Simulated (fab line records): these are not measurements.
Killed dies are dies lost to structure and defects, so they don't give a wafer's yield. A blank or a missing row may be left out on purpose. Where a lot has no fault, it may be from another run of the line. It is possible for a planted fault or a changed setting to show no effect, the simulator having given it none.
fab line records    flow n5-finfet
[record] lots = 7  wafers = 21
route steps=1938 shown BEOL_M4@1037 BEOL_M5@1119 BEOL_M6@1224 BEOL_M7@1270
start-h: the number of hours between the record's first day and the start of the first shown wafer of the lot    wait-h: hours elapsed since this lot's preceding step    " as in the row above    L1.1+2: several wafers, shown together as one row    - no value present, or no start provided    * or withheld: withheld    < > ~ a bound
route shown NAME@n: names a module that has steps shown in the file, with the first one's number in the route    usual: mean and standard deviation over wafers with no fault    same: alike in all rows    chamber/n: place in a boat    sites: the reading at each site    _std_site: the values' standard deviation    _edge_site: mean of outer sites minus mean of inner sites    radius-mm: for every site, how far away it sits from the centre of the wafer    mask NAME#n: copy n    behind: the most recent tool/chamber to have shaped the wafer    hold: reason for holding the lot/hours on hold/outcome of the hold    device: the transistor (n, p or np) that didn't switch    end of line: the route-end tests of the same wafers    for a step that has no rows: nothing shown but its recipe    killed: dies that structure and defects cost at the first sort, which is not the same as the wafer's yield    map: a wafer's dies, marking killed ones x, the rest . and places with no die _
set.NAME: the setting the step ran with; set.NAME@STEP: the setting that earlier step ran with    model.NAME: the simulator's own value behind a step, which no gauge read
lots with deliberately changed settings; one table per step, one row per wafer
[[steps]]
[step N5_BEOL_M4_DESCUM_16]
[recipe] chemistry = O2  time-s = 7  source-power-w = 50  bias-power-w = 20  pressure-mtorr = 20  rf-frequency-hz = 2.712e+07  temp-c = 40  resist = CAR-EUV  o2-flow-sccm = 225
lot.wafer   tool         chamber  start-h  wait-h  set.time-s  model.CAR-EUV_of_BEOL_M4_COAT_05.thk-nm
L081.3+6    rie-diel-02  3,2      218.07   0.0     7.445       25.8
L081.4      "            0        "        "       7           26
L083.2      rie-diel-02  3        267.26   0.0     7           26.2
L083.4+6    "            0,2      "        "       7           26
L087.2      rie-diel-02  0        319.32   0.3     5.998       26.6
L087.5      "            0        "        "       7           26
L087.6      "            1        "        "       5.998       26.4
L088.1+3    rie-diel-04  3,2      324.71   0.0     7           26
L088.5      "            3        "        "       7           26.2
L089.1+5    rie-diel-05  2,0      335.99   0.0     7.659       25.8
L089.2      "            0        "        "       7           26.2
L095.2+3    rie-diel-02  3,2      342.92   0.0     7           26.2
L095.4      "            1        "        "       7           26
L097.3+5+6  rie-diel-02  3,0,1    350.66   0.0     7           26
[step N5_BEOL_M4_COAT_68]
[recipe] resist = SiARC  temp-c = 220  time-s = 60  spin-rpm = 1500  resist-thk-nm = 12
lot.wafer   tool            chamber  start-h  wait-h  set.spin-rpm  model.SiARC_of_BEOL_M4_COAT_68.thk-nm
L081.3      litho-track-02  0        -        -       1443          12.2
L081.4+6    "               0        "        "       1500          12
L083.2+4+6  litho-track-03  0        -        -       1500          12
L087.2+5+6  litho-track-03  0        -        -       1500          12
L088.1+3+5  litho-track-05  0        -        -       1500          12
L089.1+2+5  litho-track-05  0        -        -       1500          12
L095.2+4    litho-track-02  0        -        -       1386          12.4
L095.3      "               0        "        "       1500          12
L097.3+5    litho-track-05  0        -        -       1403          12.4
L097.6      "               0        "        "       1500          12
[step N5_BEOL_M4_COAT_76]
[recipe] resist = underlayer  temp-c = 205  time-s = 60  spin-rpm = 1500  resist-thk-nm = 5
[step N5_BEOL_M4_COAT_22]
[recipe] resist = CAR-EUV  spin-rpm = 1500  resist-thk-nm = 30
[step N5_BEOL_M4_DESCUM_33]
[recipe] chemistry = O2  time-s = 7  source-power-w = 50  bias-power-w = 20  pressure-mtorr = 20  rf-frequency-hz = 2.712e+07  temp-c = 40  resist = CAR-EUV  o2-flow-sccm = 225
[step N5_BEOL_M4_ETCH_77]
[recipe] chemistry = N2/H2  target = underlayer  target-depth-a = 65  mask-material = CAR-EUV  time-s = 5.2  ion-energy-ev = 200  pressure-mtorr = 30  source-w = 840  bias-w = 150  n2-flow-sccm = 200  h2-flow-sccm = 200  ends = cleared
[step N5_BEOL_M4_ETCH_69]
[recipe] chemistry = CF4  target = SiARC  target-depth-a = 156  mask-material = CAR-EUV  time-s = 26  ion-energy-ev = 80  pressure-mtorr = 40  source-w = 545  bias-w = 36  Ar_flow_sccm = 100  cf4-flow-sccm = 100  ends = cleared
lot.wafer  tool         chamber  start-h  wait-h  set.spin-rpm@BEOL_M4_COAT_68  model.etch.depth-nm
L081.3     rie-diel-04  2        219.05   0.0     1443                          12.25
L081.4     "            0        "        "       1500                          12.01
L081.6     "            2        "        "       1500                          12.03
L083.2     rie-diel-02  1        268.44   0.0     1500                          12.06
L083.4     "            3        "        "       1500                          12.07
L083.6     "            2        "        "       1500                          12.04
L087.2     rie-diel-05  0        320.37   0.0     1500                          11.96
L087.5     "            2        "        "       1500                          12.01
L087.6     "            1        "        "       1500                          11.99
L088.1     rie-diel-04  2        325.70   0.0     1500                          12.01
L088.3     "            0        "        "       1500                          11.99
L088.5     "            2        "        "       1500                          11.97
L089.1     rie-diel-02  1        337.04   0.0     1500                          12.01
L089.2     "            2        "        "       1500                          12.05
L089.5     "            1        "        "       1500                          11.99
L095.2     rie-diel-04  0        343.97   0.0     1386                          12.49
L095.3     "            1        "        "       1500                          11.98
L095.4     "            3        "        "       1386                          12.48
L097.3     rie-diel-05  3        351.72   0.0     1403                          12.44
L097.5     "            0        "        "       1403                          12.41
L097.6     "            1        "        "       1500                          12.03
[step N5_BEOL_M5_COAT_71]
[recipe] resist = underlayer  temp-c = 205  time-s = 60  spin-rpm = 1500  resist-thk-nm = 5
lot.wafer   tool            chamber  start-h  wait-h  set.spin-rpm
L081.3      litho-track-04  0        -        -       1500
L081.4+6    "               0        "        "       1424
L083.2      litho-track-02  0        -        -       1573
L083.4+6    "               0        "        "       1500
L087.2+5+6  litho-track-02  0        -        -       1500
L088.1+3+5  litho-track-01  0        -        -       1500
L097.3+6    litho-track-01  0        -        -       1440
L097.5      "               0        "        "       1500
L095.2+4    litho-track-02  0        -        -       1392
L095.3      "               0        "        "       1500
L089.1+2+5  litho-track-04  0        -        -       1500
[step N5_BEOL_M5_COAT_05]
[recipe] resist = CAR-EUV  spin-rpm = 1500  resist-thk-nm = 30
lot.wafer   tool            chamber  start-h  wait-h  set.spin-rpm  model.CAR-EUV_of_BEOL_M5_COAT_05.thk-nm
L081.3      litho-track-04  0        -        -       1500          30
L081.4      "               0        "        "       1382          31.2
L081.6      "               0        "        "       1500          29.8
L083.2+4    litho-track-02  0        -        -       1500          30
L083.6      "               0        "        "       1595          29.2
L087.2+5+6  litho-track-02  0        -        -       1500          30
L088.1+5    litho-track-01  0        -        -       1500          30.2
L088.3      "               0        "        "       1500          30
L097.3+5    litho-track-01  0        -        -       1500          30
L097.6      "               0        "        "       1500          29.8
L095.2+4    litho-track-02  0        -        -       1500          30.2
L095.3      "               0        "        "       1500          30
L089.1      litho-track-04  0        -        -       1500          29.8
L089.2+5    "               0        "        "       1412          30.8
[step N5_BEOL_M5_EBR_07]
[recipe] solvent = PGMEA  ebr-width-mm = 1.5
[step N5_BEOL_M5_SOFTBAKE_06]
[recipe] temp-c = 110  time-s = 60  resist = CAR-EUV
[step N5_BEOL_M5_EXPOSE_08]
[recipe] mask-id = M5  na = 0.33  source-shape = annular  sigma-inner = 0.4  sigma-outer = 0.8  polarization = unpolarized  target-cd-nm = 28  dose-mj = 35.75
[step N5_BEOL_M5_PEB_09]
[recipe] peb-temp-c = 100  peb-time-s = 60  resist = CAR-EUV
[step N5_BEOL_M5_DEVELOP_10]
[recipe] develop-time-s = 30  developer = TMAH  resist = CAR-EUV  rinse-liquid = surfactant-rinse  dry = air-spin  dev-temp-c = 23
lot.wafer   tool            chamber  start-h  wait-h  set.spin-rpm@BEOL_M5_COAT_05  model.CAR-EUV_of_BEOL_M5_COAT_05.thk-nm
L081.3+6    litho-track-04  0        -        -       1500                          29.4
L081.4      "               0        "        "       1382                          30.8
L083.2+4    litho-track-02  0        -        -       1500                          29.6
L083.6      "               0        "        "       1595                          28.8
L087.2+5+6  litho-track-02  0        -        -       1500                          29.6
L088.1+3+5  litho-track-01  0        -        -       1500                          29.6
L097.3+5    litho-track-02  0        -        -       1500                          29.6
L097.6      "               0        "        "       1500                          29.4
L095.2      litho-track-01  0        -        -       1500                          29.8
L095.3+4    "               0        "        "       1500                          29.6
L089.1      litho-track-02  0        -        -       1500                          29.4
L089.2+5    "               0        "        "       1412                          30.4
[step N5_BEOL_M5_DESCUM_16]
[recipe] chemistry = O2  time-s = 7  source-power-w = 50  bias-power-w = 20  pressure-mtorr = 20  rf-frequency-hz = 2.712e+07  temp-c = 40  resist = CAR-EUV  o2-flow-sccm = 225
[step N5_BEOL_M5_ETCH_72]
[recipe] chemistry = N2/H2  target = underlayer  target-depth-a = 65  mask-material = CAR-EUV  time-s = 5.2  ion-energy-ev = 200  pressure-mtorr = 30  source-w = 840  bias-w = 150  n2-flow-sccm = 200  h2-flow-sccm = 200  ends = cleared
[usual] etch-rf-on-time-s = 5.19/0.065
lot.wafer  tool         chamber  start-h  wait-h  set.spin-rpm@BEOL_M5_COAT_71  etch-rf-on-time-s  model.etch.depth-nm
L081.3     rie-diel-01  0        292.46   0.0     1500                          4.97               4.974
L081.4     "            3        "        "       1424                          5.08               5.116
L081.6     "            0        "        "       1424                          5.19               5.132
L083.2     rie-diel-06  0        313.91   0.0     1573                          5.18               4.894
L083.4     "            0        "        "       1500                          5.27               4.999
L083.6     "            1        "        "       1500                          5.22               5.006
L087.2     rie-diel-03  1        349.81   0.0     1500                          5.21               4.981
L087.5     "            1        "        "       1500                          5.21               4.964
L087.6     "            2        "        "       1500                          5.18               4.968
L088.1     rie-diel-06  3        357.93   0.0     1500                          5.22               4.999
L088.3     "            1        "        "       1500                          5.25               5.011
L088.5     "            1        "        "       1500                          5.22               5.012
L097.3     rie-diel-06  0        368.24   0.0     1440                          5.37               5.111
L097.5     "            3        "        "       1500                          5.22               5.008
L097.6     "            0        "        "       1440                          5.42               5.103
L095.2     rie-diel-03  2        372.66   0.0     1392                          5.34               5.205
L095.3     "            0        "        "       1500                          5.21               5.018
L095.4     "            1        "        "       1392                          5.42               5.209
L089.1     rie-diel-03  1        395.77   0.0     1500                          5.21               4.98
L089.2     "            3        "        "       1500                          5.23               4.979
L089.5     "            2        "        "       1500                          5.21               4.988
[step N5_BEOL_M5_COAT_22]
[recipe] resist = CAR-EUV  spin-rpm = 1500  resist-thk-nm = 30
lot.wafer   tool            chamber  start-h  wait-h  set.spin-rpm  model.CAR-EUV_of_BEOL_M5_COAT_22.thk-nm
L081.3      litho-track-04  0        -        -       1500          30
L081.4+6    "               0        "        "       1667          28.4
L083.2+4+6  litho-track-02  0        -        -       1500          30
L087.2+5    litho-track-04  0        -        -       1500          30
L087.6      "               0        "        "       1593          29
L088.1+3+5  litho-track-04  0        -        -       1500          29.8
L097.3+5+6  litho-track-04  0        -        -       1500          30
L095.2+3    litho-track-04  0        -        -       1500          29.8
L095.4      "               0        "        "       1428          30.6
L089.1+2    litho-track-02  0        -        -       1593          29.2
L089.5      "               0        "        "       1500          30.2
[step N5_BEOL_M5_EBR_24]
[recipe] solvent = PGMEA  ebr-width-mm = 1.5
[step N5_BEOL_M5_SOFTBAKE_23]
[recipe] temp-c = 110  time-s = 60  resist = CAR-EUV
[step N5_BEOL_M5_EXPOSE_25]
[recipe] mask-id = V4  na = 0.33  source-shape = quasar  sigma-inner = 0.2  sigma-outer = 0.6  polarization = unpolarized  defocus-nm = 10  dose-mj = 52.75
[step N5_BEOL_M5_PEB_26]
[recipe] peb-temp-c = 100  peb-time-s = 60  resist = CAR-EUV
[step N5_BEOL_M5_DEVELOP_27]
[recipe] develop-time-s = 30  developer = TMAH  resist = CAR-EUV  rinse-liquid = surfactant-rinse  dry = air-spin  dev-temp-c = 23
lot.wafer   tool            chamber  start-h  wait-h  set.spin-rpm@BEOL_M5_COAT_22  model.CAR-EUV_of_BEOL_M5_COAT_22.thk-nm
L081.3      litho-track-04  0        -        -       1500                          29.4
L081.4+6    "               0        "        "       1667                          28
L083.2+4+6  litho-track-02  0        -        -       1500                          29.6
L087.2+5    litho-track-01  0        -        -       1500                          29.6
L087.6      "               0        "        "       1593                          28.6
L088.1+3+5  litho-track-04  0        -        -       1500                          29.4
L097.3+6    litho-track-04  0        -        -       1500                          29.4
L097.5      "               0        "        "       1500                          29.6
L095.2+3    litho-track-01  0        -        -       1500                          29.4
L095.4      "               0        "        "       1428                          30.2
L089.1      litho-track-04  0        -        -       1593                          28.6
L089.2      "               0        "        "       1593                          28.8
L089.5      "               0        "        "       1500                          29.8
[step N5_BEOL_M5_ETCH_68]
[recipe] chemistry = N2/H2  target = SOC  target-depth-a = 800  overetch-a = 160  mask-material = SiARC  temp-c = 40  time-s = 120  ion-energy-ev = 200  pressure-mtorr = 30  source-w = 840  bias-w = 150  n2-flow-sccm = 200  h2-flow-sccm = 200
[usual] rf-vpp-V = 523.9/2.4
lot.wafer  tool         chamber  start-h  wait-h  set.bias-w  rf-vpp-V  model.SiARC_of_BEOL_M5_COAT_66.thk-nm
L081.3     rie-diel-03  2        296.96   0.0     150         524.5     6.4
L081.4     "            3        "        "       175.1       576.4     5.4
L081.6     "            2        "        "       175.1       579.7     5.4
L083.2     rie-diel-06  0        317.83   0.0     167.7       565.2     5.8
L083.4     "            2        "        "       150         524.9     6.4
L083.6     "            1        "        "       167.7       560.8     5.6
L087.2     rie-diel-01  1        352.40   0.0     175.7       584.1     5.4
L087.5     "            2        "        "       150         524.5     6.6
L087.6     "            3        "        "       175.7       580.2     5.2
L088.1     rie-diel-03  1        360.60   0.0     150         526.0     6.4
L088.3     "            0        "        "       150         522.8     6.2
L088.5     "            0        "        "       150         521.0     6.2
L097.3     rie-diel-03  0        372.09   0.0     150         521.2     6.4
L097.5     "            2        "        "       150         524.5     6.4
L097.6     "            3        "        "       137.7       493.3     7
L095.2     rie-diel-01  3        375.63   0.0     143.2       509.3     6.8
L095.3     "            1        "        "       150         529.0     6.4
L095.4     "            2        "        "       143.2       509.3     6.8
L089.1     rie-diel-03  0        398.83   0.0     150         520.6     6.4
L089.2     "            1        "        "       150         524.9     6.4
L089.5     "            0        "        "       174.9       574.4     5.2
[step N5_BEOL_M6_EXPOSE_25]
[recipe] mask-id = V5  na = 0.33  source-shape = annular  sigma-inner = 0.4  sigma-outer = 0.8  polarization = unpolarized  target-cd-nm = 40  dose-mj = 45
lot.wafer   tool            chamber  start-h  wait-h  mask  set.dose-mj
L081.3+4+6  euv-scanner-02  0        311.11   -       V5#0  45
L083.2+4+6  euv-scanner-01  0        330.07   -       V5#0  45
L087.2+5+6  euv-scanner-01  0        362.83   -       V5#0  45
L088.1+3+5  euv-scanner-02  0        375.23   -       V5#0  45
L095.2+3    euv-scanner-01  0        386.67   -       V5#0  45
L095.4      "               0        "        "       V5#0  42.09
L097.3+5+6  euv-scanner-02  0        388.72   -       V5#0  45
L089.1+2    euv-scanner-02  0        414.44   -       V5#0  46.79
L089.5      "               0        "        "       V5#0  45
[step N5_BEOL_M6_PEB_26]
[recipe] peb-temp-c = 100  peb-time-s = 60  resist = CAR-EUV
[step N5_BEOL_M6_DEVELOP_27]
[recipe] develop-time-s = 30  developer = TMAH  resist = CAR-EUV  rinse-liquid = surfactant-rinse  dry = air-spin  dev-temp-c = 23
[step N5_BEOL_M6_CD_MEAS_28]
[recipe] target-cd-nm = 40  landing-energy-ev = 500  detector = se-inlens
[usual] cd-nm = 40.10/0.23
lot.wafer  tool       chamber  start-h  wait-h  set.dose-mj@BEOL_M6_EXPOSE_25  cd-nm
L081.3     cd-sem-01  0        311.23   -       45                             40.21
L081.4     "          0        "        "       45                             40.03
L081.6     "          0        "        "       45                             39.93
L083.2     cd-sem-03  0        330.20   -       45                             39.80
L083.4     "          0        "        "       45                             39.86
L083.6     "          0        "        "       45                             39.76
L087.2     cd-sem-01  0        362.96   -       45                             39.93
L087.5     "          0        "        "       45                             40.05
L087.6     "          0        "        "       45                             40.38
L088.1     cd-sem-03  0        375.37   -       45                             40.20
L088.3     "          0        "        "       45                             40.02
L088.5     "          0        "        "       45                             40.38
L095.2     cd-sem-02  0        386.80   -       45                             40.05
L095.3     "          0        "        "       45                             40.17
L095.4     "          0        "        "       42.09                          38.34
L097.3     cd-sem-02  0        388.84   -       45                             39.68
L097.5     "          0        "        "       45                             39.85
L097.6     "          0        "        "       45                             39.78
L089.1     cd-sem-02  0        414.57   -       46.79                          41.18
L089.2     "          0        "        "       46.79                          40.89
L089.5     "          0        "        "       45                             40.03
[step N5_BEOL_M6_DESCUM_33]
[recipe] chemistry = O2  time-s = 7  source-power-w = 50  bias-power-w = 20  pressure-mtorr = 20  rf-frequency-hz = 2.712e+07  temp-c = 40  resist = CAR-EUV  o2-flow-sccm = 225
lot.wafer   tool         chamber  start-h  wait-h  set.dose-mj@BEOL_M6_EXPOSE_25  model.BEOL_M6.cd-nm
L081.3+4+6  rie-diel-04  2,3,3    311.36   0.0     45                             40.2
L083.2+6    rie-diel-02  0        330.48   0.2     45                             40
L083.4      "            3        "        "       45                             39.8
L087.2+5+6  rie-diel-04  1,3,0    363.10   0.1     45                             40
L088.1      rie-diel-05  2        375.49   0.0     45                             40
L088.3+5    "            3,1      "        "       45                             40.2
L095.2+3    rie-diel-04  0,2      387.17   0.3     45                             40.2
L095.4      "            0        "        "       42.09                          38.6
L097.3+5+6  rie-diel-04  2,2,1    388.96   0.0     45                             40
L089.1+2    rie-diel-02  3,1      415.20   0.5     46.79                          40.8
L089.5      "            1        "        "       45                             40
[step N5_BEOL_M6_ETCH_72]
[recipe] chemistry = N2/H2  target = underlayer  target-depth-a = 65  mask-material = CAR-EUV  time-s = 5.2  ion-energy-ev = 200  pressure-mtorr = 30  source-w = 840  bias-w = 150  n2-flow-sccm = 200  h2-flow-sccm = 200  ends = cleared
lot.wafer   tool         chamber  start-h  wait-h  set.dose-mj@BEOL_M6_EXPOSE_25  model.BEOL_M6.cd-nm
L081.3+4+6  rie-diel-04  2,3,3    311.39   0.0     45                             40.2
L083.2+6    rie-diel-02  0        330.52   0.0     45                             40
L083.4      "            3        "        "       45                             39.8
L087.2+5+6  rie-diel-04  1,3,0    363.13   0.0     45                             40
L088.1+3+5  rie-diel-05  2,3,1    375.52   0.0     45                             40.2
L095.2      rie-diel-04  0        387.21   0.0     45                             40.2
L095.3      "            2        "        "       45                             40.4
L095.4      "            0        "        "       42.09                          38.6
L097.3      rie-diel-04  2        388.99   0.0     45                             40.2
L097.5+6    "            2,1      "        "       45                             40
L089.1      rie-diel-02  3        415.23   0.0     46.79                          40.8
L089.2      "            1        "        "       46.79                          41
L089.5      "            1        "        "       45                             40.2
[step N5_BEOL_M6_ETCH_65]
[recipe] chemistry = CF4  target = SiARC  target-depth-a = 156  mask-material = CAR-EUV  time-s = 26  ion-energy-ev = 80  pressure-mtorr = 40  source-w = 545  bias-w = 36  Ar_flow_sccm = 100  cf4-flow-sccm = 100  ends = cleared
lot.wafer   tool         chamber  start-h  wait-h  set.dose-mj@BEOL_M6_EXPOSE_25  model.BEOL_M6.cd-nm
L081.3+4+6  rie-diel-04  2,3,3    311.41   0.0     45                             40.2
L083.2+6    rie-diel-02  0        330.53   0.0     45                             40
L083.4      "            3        "        "       45                             39.8
L087.2+5+6  rie-diel-04  1,3,0    363.15   0.0     45                             40
L088.1+3+5  rie-diel-05  2,3,1    375.54   0.0     45                             40.2
L095.2      rie-diel-04  0        387.22   0.0     45                             40.2
L095.3      "            2        "        "       45                             40.4
L095.4      "            0        "        "       42.09                          38.8
L097.3+5    rie-diel-04  2        389.01   0.0     45                             40.2
L097.6      "            1        "        "       45                             40
L089.1+2    rie-diel-02  3,1      415.25   0.0     46.79                          40.8
L089.5      "            1        "        "       45                             40
[step N5_BEOL_M6_ETCH_66]
[recipe] chemistry = N2/H2  target = SOC  target-depth-a = 800  overetch-a = 160  mask-material = SiARC  temp-c = 40  time-s = 120  ion-energy-ev = 200  pressure-mtorr = 30  source-w = 840  bias-w = 150  n2-flow-sccm = 200  h2-flow-sccm = 200
lot.wafer  tool         chamber  start-h  wait-h  set.dose-mj@BEOL_M6_EXPOSE_25  model.BEOL_M6.cd-nm
L081.3     rie-diel-04  2        311.44   0.0     45                             40.4
L081.4+6   "            3        "        "       45                             40.2
L083.2+4   rie-diel-02  0,3      330.56   0.0     45                             40
L083.6     "            0        "        "       45                             40.2
L087.2+6   rie-diel-04  1,0      363.18   0.0     45                             40
L087.5     "            3        "        "       45                             39.8
L088.1     rie-diel-05  2        375.57   0.0     45                             40.2
L088.3     "            3        "        "       45                             40
L088.5     "            1        "        "       45                             40.4
L095.2     rie-diel-04  0        387.25   0.0     45                             40.2
L095.3     "            2        "        "       45                             40.6
L095.4     "            0        "        "       42.09                          38.6
L097.3     rie-diel-04  2        389.04   0.0     45                             40.4
L097.5     "            2        "        "       45                             40.2
L097.6     "            1        "        "       45                             40
L089.1     rie-diel-02  3        415.28   0.0     46.79                          40.8
L089.2     "            1        "        "       46.79                          41
L089.5     "            1        "        "       45                             40.2
[step N5_BEOL_M7_COAT_05]
[recipe] resist = CAR-ArF  spin-rpm = 1500  resist-thk-nm = 90
lot.wafer  tool            chamber  start-h  wait-h  set.spin-rpm  model.CAR-ArF_of_BEOL_M7_COAT_05.thk-nm
L081.3     litho-track-04  0        -        -       1500          89.6
L081.4     "               0        "        "       1447          91.4
L081.6     "               0        "        "       1500          89.4
L083.2     litho-track-02  0        -        -       1596          87.6
L083.4     "               0        "        "       1596          87.4
L083.6     "               0        "        "       1500          90
L087.2+6   litho-track-05  0        -        -       1587          87.8
L087.5     "               0        "        "       1587          87.6
L088.1+3   litho-track-05  0        -        -       1500          89.8
L088.5     "               0        "        "       1500          89.4
L095.2     litho-track-02  0        -        -       1420          92.6
L095.3     "               0        "        "       1500          90.2
L095.4     "               0        "        "       1420          92.8
L097.3+5   litho-track-02  0        -        -       1363          95
L097.6     "               0        "        "       1500          90.2
L089.1     litho-track-02  0        -        -       1500          89.8
L089.2+5   "               0        "        "       1560          88.4
[[key]]
[split] step = N5_BEOL_M4_DESCUM_16  setting = time-s  stated = 7  by = wafer
[response] step = N5_BEOL_M4_DESCUM_16  reading = model.CAR-EUV_of_BEOL_M4_COAT_05.thk-nm  change = -0.0365  per = 1%  r = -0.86
[split] step = N5_BEOL_M4_COAT_68  setting = spin-rpm  stated = 1500  by = wafer
[response] step = N5_BEOL_M4_COAT_68  reading = model.SiARC_of_BEOL_M4_COAT_68.thk-nm  change = -0.056  per = 1%  r = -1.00
[response] step = N5_BEOL_M4_ETCH_69  reading = model.etch.depth-nm  change = -0.0635  per = 1%  r = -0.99
[split] step = N5_BEOL_M5_COAT_71  setting = spin-rpm  stated = 1500  by = wafer
[response] step = N5_BEOL_M5_ETCH_72  reading = etch-rf-on-time-s  change = *  per = 1%  r = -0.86
[response] step = N5_BEOL_M5_ETCH_72  reading = model.etch.depth-nm  change = -0.026  per = 1%  r = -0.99
[split] step = N5_BEOL_M5_COAT_05  setting = spin-rpm  stated = 1500  by = wafer
[response] step = N5_BEOL_M5_COAT_05  reading = model.CAR-EUV_of_BEOL_M5_COAT_05.thk-nm  change = -0.155  per = 1%  r = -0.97
[response] step = N5_BEOL_M5_DEVELOP_10  reading = model.CAR-EUV_of_BEOL_M5_COAT_05.thk-nm  change = -0.161  per = 1%  r = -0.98
[split] step = N5_BEOL_M5_COAT_22  setting = spin-rpm  stated = 1500  by = wafer
[response] step = N5_BEOL_M5_COAT_22  reading = model.CAR-EUV_of_BEOL_M5_COAT_22.thk-nm  change = -0.152  per = 1%  r = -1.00
[response] step = N5_BEOL_M5_DEVELOP_27  reading = model.CAR-EUV_of_BEOL_M5_COAT_22.thk-nm  change = -0.145  per = 1%  r = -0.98
[split] step = N5_BEOL_M5_ETCH_68  setting = bias-w  stated = 150  by = wafer
[response] step = N5_BEOL_M5_ETCH_68  reading = rf-vpp-V  change = +3.27  per = 1%  r = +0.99
[response] step = N5_BEOL_M5_ETCH_68  reading = model.SiARC_of_BEOL_M5_COAT_66.thk-nm  change = -0.0687  per = 1%  r = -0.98
[split] step = N5_BEOL_M6_EXPOSE_25  setting = dose-mj  stated = 45  by = wafer
[response] step = N5_BEOL_M6_CD_MEAS_28  reading = cd-nm  change = +0.268  per = 1%  r = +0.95
[response] step = N5_BEOL_M6_DESCUM_33  reading = model.BEOL_M6.cd-nm  change = +0.235  per = 1%  r = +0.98
[response] step = N5_BEOL_M6_ETCH_72  reading = model.BEOL_M6.cd-nm  change = +0.239  per = 1%  r = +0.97
[response] step = N5_BEOL_M6_ETCH_65  reading = model.BEOL_M6.cd-nm  change = +0.223  per = 1%  r = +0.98
[response] step = N5_BEOL_M6_ETCH_66  reading = model.BEOL_M6.cd-nm  change = +0.25  per = 1%  r = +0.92
[split] step = N5_BEOL_M7_COAT_05  setting = spin-rpm  stated = 1500  by = wafer
[response] step = N5_BEOL_M7_COAT_05  reading = model.CAR-ArF_of_BEOL_M7_COAT_05.thk-nm  change = -0.472  per = 1%  r = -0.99
